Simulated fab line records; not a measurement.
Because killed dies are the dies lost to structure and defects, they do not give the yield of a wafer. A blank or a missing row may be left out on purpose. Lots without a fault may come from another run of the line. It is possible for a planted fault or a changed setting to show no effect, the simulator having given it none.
A struck lot beside a sound one || flow n5 finfet || 27 steps out of a route of 1938
Sound: these wafers, L153.1, L153.3, L153.6. Wafers L151.1, L151.2, L151.3 were the ones struck. The cause comes at the end.
Order at every step that has rows: each side's tool, ch and its chambers, its first start. Under that, the readings that differ: sound wafers || struck wafers || difference of the means || sigmas: that difference in standard deviations of wafers without a fault.
alike: words and numbers the same on both sides, and readings whose means are apart by under 2 such deviations; not compared: readings that were withheld, readings missing a value for some wafer, numbers with overlapping values and no deviation given by the record, and bounds like >300 which may hide the same value.
Wherever a step has rows on one side only, a row that says differs or no value, or a row with sigmas, the two part there. Non-overlapping numbers with no deviation appear without sigmas and do not part them. Lack of a reading on every wafer of one side parts them only where that side has two or more wafers.

first, 9 steps without rows for these wafers: N5_FIN_SAQP_PRECLEAN_38 (cleans in O3/DIW, time 45 s); N5_FIN_SAQP_PRECLEAN_45 (cleans in dHF, time 10 s); N5_FIN_SAQP_SRD_39 (time 30 s); N5_FIN_CUT_COAT_18 (time 60 s, resist thk 230 nm); N5_FIN_CUT_COAT_19 (time 60 s, resist thk 20 nm); N5_FIN_CUT_COAT_29 (time 60 s, resist thk 10 nm); N5_FIN_CUT_COAT_02 (resist thk 30 nm); N5_FIN_CUT_EBR_04; N5_FIN_CUT_SOFTBAKE_03 (time 60 s).
N5_FIN_CUT_EXPOSE_05: exposes mask FIN CUT.
  sound on euv scanner-02 ch 0, day 6 15:24; struck on euv scanner-01 ch 0, day 6 02:18
{"reading": "exposure dose mJ cm2", "sound": "45.56 45.62 45.62", "struck": "47.89 47.93 47.80", "difference": "+2.27", "sigmas": "+53"}
{"reading": "stage msd nm (nm)", "sound": "0.853 0.855 0.856", "struck": "0.892 0.892 0.890", "difference": "+0.037", "sigmas": "+2"}
  alike: mask
then, 2 steps without rows for these wafers: N5_FIN_CUT_PEB_06 (peb time 60 s); N5_FIN_CUT_DEVELOP_07 (develop time 30 s).
N5_FIN_CUT_CD_MEAS_08: the cd target is 29.1 nm.
  sound on cd sem-02 ch 0, day 6 15:32; struck on cd sem-02 ch 0, day 6 02:26
  alike: cd nm
then, 1 step without rows for these wafers: N5_FIN_CUT_DESCUM_13 (chemistry O2, time 7 s).
N5_FIN_CUT_ETCH_30: etches underlayer in N2/H2, target depth 13 nm, time 10.4 s.
  sound on rie diel-05 ch 0,2,3, day 6 15:45; struck on rie diel-02 ch 0,1,2, day 6 02:36
{"reading": "model.FIN_CUT.cd offset nm (nm)", "sound": "-0.2 0.2 0.2", "struck": "0.8 0.8 0.6", "difference": "+0.7", "sigmas": ""}
  alike: bias w, drypump motor current A, etch rf on time s, oes product au, rf fwd power W, rf vpp V, showerhead plenum p Torr, throttle valve pct
  not compared: rf hours counter h
then, 9 steps without rows for these wafers: N5_FIN_CUT_ETCH_20 (etches SiARC in CF4, target depth 26 nm, time 43.3 s); N5_FIN_CUT_ETCH_21 (etches SOC in N2/H2, target depth 219 nm, overetch 43.8 nm, time 523.5 s); N5_FIN_CUT_STRIP_23 (strips in N2/H2); N5_FIN_CUT_STRIP_31 (strips in N2/H2); N5_FIN_CUT_STRIP_24 (strips in CF4); N5_FIN_CUT_CUT_ETCH_26 (etches SiNx in CH3F/O2, target depth 39 nm, time 55.7 s); N5_FIN_CUT_CUT_ETCH_27 (etches SiO2 in CHF3/O2, target depth 4 nm, overetch 2 nm, time 4.9 s); N5_FIN_CUT_PRECLEAN_35 (cleans in vHF, time 13.3 s); N5_FIN_CUT_CUT_ETCH_15 (etches Si in HBr/Cl2/O2, target depth 100 nm, bt time 10 s, time 42.4 s).
N5_FIN_CUT_CUT_ETCH_28: etches Si in HBr/Cl2/O2, target depth 6 nm, time 2.4 s.
  sound on rie si-06 ch 2,3, day 6 16:24; struck on rie si-03 ch 0,1,2, day 6 03:15
  alike: drypump motor current A, mfc cl2 sccm, oes product au, throttle valve pct
  not compared: bias w, rf fwd power W, rf hours counter h, model.FIN_CUT.cd offset nm
then, 1 step without rows for these wafers: N5_FIN_CUT_STRIP_22 (strips in N2/H2).
-- record jumps: 6 days separate the struck wafers' starts on either side; left off in module FIN_CUT, taken up again in module BEOL_M4, whose first shown step is the route's number 1111 --
N5_BEOL_M4_RC_MEAS_101:
  sound on prober-01 ch 0, day 12 02:46; struck on prober-01 ch 0, day 11 18:53
  alike: DIBL_N, DIBL_P, IOFF_N, IOFF_P, ION_N, ION_P, SS_N, SS_P, VT_N, VT_P

## WHERE THEY PART
Within this record, at N5_FIN_CUT_EXPOSE_05 only. Later steps at which nothing parts them and some readings are alike: N5_FIN_CUT_CD_MEAS_08, N5_FIN_CUT_ETCH_30, N5_FIN_CUT_CUT_ETCH_28, N5_BEOL_M4_RC_MEAS_101.

WHY: what had been put in by the simulator
Drift in process parameters on euv scanner-01 at N5_FIN_CUT_EXPOSE_05, starting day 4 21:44. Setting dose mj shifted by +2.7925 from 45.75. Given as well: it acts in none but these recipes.
